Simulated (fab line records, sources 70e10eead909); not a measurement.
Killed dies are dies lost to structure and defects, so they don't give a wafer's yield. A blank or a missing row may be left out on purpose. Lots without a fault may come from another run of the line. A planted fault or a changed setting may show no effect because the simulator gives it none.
Which tool did it? | flow nand_harc | 12 lots, 36 wafers sampled, at 5 steps of a route of 1159

WHAT THE GAUGES READ, wafer by wafer
NHARC_END_SORT_01.
lot  | measured     | on        | killed_at_array | killed_at_other | killed_at_periphery | killed_dies | killed_open | killed_short
L119 | day 24 04:29 | prober-01 | 15 21 675       | 0 0 0           | 2 1 2               | 17 22 677   | 1 4 3       | 5 1 2
L121 | day 24 18:47 | prober-01 | 50 674 55       | 1 0 1           | 7 3 7               | 58 677 63   | 2 1 7       | 1 2 2
L122 | day 24 12:58 | prober-02 | 36 676 27       | 1 0 2           | 1 1 4               | 38 677 33   | 2 1 1       | 1 0 1

WHICH TOOL RAN EACH LOT (tool, then ch and the chambers of the sampled wafers, then the start)
lot  | NHARC_A_STAIRCASE_ETCH_17                     | NHARC_A_STAIRCASE_ETCH_19          | NHARC_A_STAIRCASE_ETCH_21                     | NHARC_A_STAIRCASE_TRIM_26
L100 | rie_diel-02 ch 0,1, day 10 22:46 or earlier   | rie_diel-02 ch 0,1,2, day 10 22:46 | rie_diel-04 ch 0,3, no start                  | rie_diel-04 ch 0,2,3, no start
L102 | rie_diel-02 ch 0,1,3, day 11 10:32 or earlier | rie_diel-02 ch 0,1,2, day 11 10:32 | rie_diel-04 ch 2,3, no start                  | rie_diel-04 ch 0,1,2, no start
L104 | rie_diel-01 ch 0,2, day 11 19:37 or earlier   | rie_diel-01 ch 0,3, day 11 19:37   | rie_diel-01 ch 0,2,3, no start                | rie_diel-01 ch 1,2,3, no start
L105 | rie_diel-01 ch 0,1,2, day 12 10:41 or earlier | rie_diel-01 ch 0,1,2, day 12 10:41 | rie_diel-02 ch 0,1,2, no start                | rie_diel-02 ch 0,1,2, no start
L108 | rie_diel-01 ch 0,2, day 13 01:24 or earlier   | rie_diel-01 ch 0,1, day 13 01:24   | rie_diel-01 ch 0,1, no start                  | rie_diel-01 ch 0,2,3, no start
L109 | rie_diel-02 ch 0,1,2, day 13 02:09 or earlier | rie_diel-02 ch 0,1,2, day 13 02:09 | rie_diel-01 ch 0,1,2, no start                | rie_diel-01 ch 1,2, no start
L107 | rie_diel-02 ch 1,2,3, day 13 02:46 or earlier | rie_diel-02 ch 0,3, day 13 02:46   | rie_diel-02 ch 0,1,2, no start                | rie_diel-02 ch 1,2,3, no start
L112 | rie_diel-04 ch 1,2,3, day 14 00:28 or earlier | rie_diel-04 ch 0,2,3, day 14 00:28 | rie_diel-04 ch 0,1,3, no start                | rie_diel-04 ch 1,2, no start
L111 | rie_diel-02 ch 1,2,3, day 14 01:33 or earlier | rie_diel-02 ch 2,3, day 14 01:33   | rie_diel-02 ch 1,2,3, no start                | rie_diel-02 ch 1,3, no start
L119 | rie_diel-02 ch 0,3, day 15 11:35 or earlier   | rie_diel-02 ch 0,2,3, day 15 11:35 | rie_diel-02 ch 0,2,3, day 24 04:29 or earlier | rie_diel-02 ch 0,2,3, day 24 04:29 or earlier
L121 | rie_diel-02 ch 0,2, day 15 23:57 or earlier   | rie_diel-02 ch 0,2, day 15 23:57   | rie_diel-02 ch 1,2, day 24 18:47 or earlier   | rie_diel-02 ch 0,1,2, day 24 18:47 or earlier
L122 | rie_diel-02 ch 0,1,2, day 16 07:10 or earlier | rie_diel-02 ch 0,2, day 16 07:10   | rie_diel-04 ch 1,2,3, day 24 12:58 or earlier | rie_diel-04 ch 1,2, day 24 12:58 or earlier
- NHARC_A_STAIRCASE_ETCH_17: etches the open film in C4F8/O2, target depth 100 nm, time 40.5 s.
- NHARC_A_STAIRCASE_ETCH_19: etches the open film in C4F8/O2, target depth 100 nm, time 40.5 s.
- NHARC_A_STAIRCASE_ETCH_21: etches the open film in C4F8/O2, target depth 100 nm, time 40.5 s.
- NHARC_A_STAIRCASE_TRIM_26: chemistry O2, time 211.2 s.

WHAT THE TOOLS THEMSELVES READ (means of the sampled wafers that have a number; where no wafer has one, the mark that the record gives instead)
NHARC_A_STAIRCASE_ETCH_17.
lot  | tool        | oes_product_au (a.u.) | rf_fwd_power_W (W) | rf_vpp_V (V)
L100 | rie_diel-02 | 0.930                 | 593.5              | 889
L102 | rie_diel-02 | 0.948                 | 592.2              | 889
L104 | rie_diel-01 | 0.936                 | 592.2              | 899
L105 | rie_diel-01 | 0.939                 | 590.5              | 901
L108 | rie_diel-01 | 0.921                 | 590.2              | 899
L109 | rie_diel-02 | 0.926                 | 594.8              | 887
L107 | rie_diel-02 | 0.922                 | 591.9              | 889
L112 | rie_diel-04 | 0.949                 | 589.3              | 896
L111 | rie_diel-02 | 0.929                 | 594.7              | 888
L119 | rie_diel-02 | 0.970                 | 592.8              | 888
L121 | rie_diel-02 | 0.936                 | 594.0              | 894
L122 | rie_diel-02 | 0.940                 | 594.6              | 894

NHARC_A_STAIRCASE_ETCH_19.
lot  | tool        | oes_product_au (a.u.) | rf_fwd_power_W (W) | rf_vpp_V (V)
L100 | rie_diel-02 | 0.933                 | 593.5              | 887
L102 | rie_diel-02 | 0.932                 | 592.9              | 889
L104 | rie_diel-01 | 0.932                 | 588.8              | 897
L105 | rie_diel-01 | 0.938                 | 591.7              | 901
L108 | rie_diel-01 | 0.934                 | 590.4              | 904
L109 | rie_diel-02 | 0.921                 | 592.8              | 889
L107 | rie_diel-02 | 0.939                 | 592.2              | 888
L112 | rie_diel-04 | 0.931                 | 590.8              | 898
L111 | rie_diel-02 | 0.938                 | 591.7              | 887
L119 | rie_diel-02 | 1.015                 | 594.3              | 893
L121 | rie_diel-02 | 1.004                 | 596.1              | 899
L122 | rie_diel-02 | 1.005                 | 593.8              | 900

NHARC_A_STAIRCASE_ETCH_21.
lot  | tool        | oes_product_au (a.u.) | rf_fwd_power_W (W) | rf_vpp_V (V)
L100 | rie_diel-04 | 0.964                 | 590.6              | 899
L102 | rie_diel-04 | 0.978                 | 588.0              | 895
L104 | rie_diel-01 | 0.934                 | 592.8              | 896
L105 | rie_diel-02 | 0.916                 | 594.8              | 888
L108 | rie_diel-01 | 0.928                 | 591.5              | 903
L109 | rie_diel-01 | 0.933                 | 591.2              | 901
L107 | rie_diel-02 | 0.920                 | 595.0              | 888
L112 | rie_diel-04 | 0.947                 | 589.4              | 899
L111 | rie_diel-02 | 0.927                 | 593.8              | 887
L119 | rie_diel-02 | 0.946                 | 593.1              | 894
L121 | rie_diel-02 | 0.922                 | 594.9              | 900
L122 | rie_diel-04 | 0.966                 | 590.3              | 896

NHARC_A_STAIRCASE_TRIM_26.
lot  | tool        | drypump_motor_current_A (A) | oes_product_au (a.u.) | rf_vpp_V (V) | showerhead_plenum_p_Torr (Torr) | throttle_valve_pct (%)
L100 | rie_diel-04 | 5.3                         | 1.006                 | 58.3         | 3.59                            | 17.053
L102 | rie_diel-04 | 5.5                         | 1.006                 | 58.7         | 3.59                            | 17.036
L104 | rie_diel-01 | 5.5                         | 1.008                 | 58.1         | 3.58                            | 17.032
L105 | rie_diel-02 | 6.1                         | 0.987                 | 56.1         | 3.32                            | 17.041
L108 | rie_diel-01 | 5.6                         | 1.006                 | 57.7         | 3.52                            | 17.038
L109 | rie_diel-01 | 5.9                         | 1.015                 | 58.5         | 3.65                            | 17.040
L107 | rie_diel-02 | 5.8                         | 0.982                 | 57.1         | 3.33                            | 17.040
L112 | rie_diel-04 | 5.6                         | 1.008                 | 57.7         | 3.50                            | 17.037
L111 | rie_diel-02 | 5.9                         | 0.988                 | 58.1         | 3.36                            | 17.029
L119 | rie_diel-02 | 5.7                         | 1.006                 | 57.1         | 3.47                            | 17.029
L121 | rie_diel-02 | 6.1                         | 1.004                 | 57.5         | 3.48                            | 17.031
L122 | rie_diel-04 | 5.6                         | 1.003                 | 58.7         | 3.48                            | 17.026

THE ANSWER, worked out from the rows above alone
Rule: what is usual is taken from the lots themselves. Put in order of their means at a reading, lots are off if they are a third of the lots or fewer, leave a main group of 4 or more, and stand apart from it by a gap of 3 or more times the standard deviation of the main group's means; of several such gaps the widest counts. A main group whose means are all the same, to the digits that the tables above print for the reading, isn't used. A lot without any number at a reading at which 4 lots or more have one is off too. The other lots that the step has rows for count as sound. The gauges are gone through in route order, then the tools' own readings, and for those a lot's mean is taken as printed above. The first step at which some lot is off is used, and at that step the reading that is off furthest; a lot without a number counts as furthest.
Off: L119, L121, L122, at NHARC_A_STAIRCASE_ETCH_19 (oes_product_au). The main group: mean 0.933 a.u., standard deviation 0.0051.
A tool fits if, at that step or a process step before it, it ran every lot that is off, and no sound lot after the first of them. NHARC_A_STAIRCASE_ETCH_17 gives no start for some lots, so the hours and the order of its lots are those of NHARC_A_STAIRCASE_ETCH_19. One fits: rie_diel-02 at NHARC_A_STAIRCASE_ETCH_17 and NHARC_A_STAIRCASE_ETCH_19. At NHARC_A_STAIRCASE_ETCH_17 its last sound lot is L111 (day 14 01:33), its first lot that is off L119 (day 15 11:35): a fault that began between those two fits.

WHAT THE SIMULATOR HAD PUT IN
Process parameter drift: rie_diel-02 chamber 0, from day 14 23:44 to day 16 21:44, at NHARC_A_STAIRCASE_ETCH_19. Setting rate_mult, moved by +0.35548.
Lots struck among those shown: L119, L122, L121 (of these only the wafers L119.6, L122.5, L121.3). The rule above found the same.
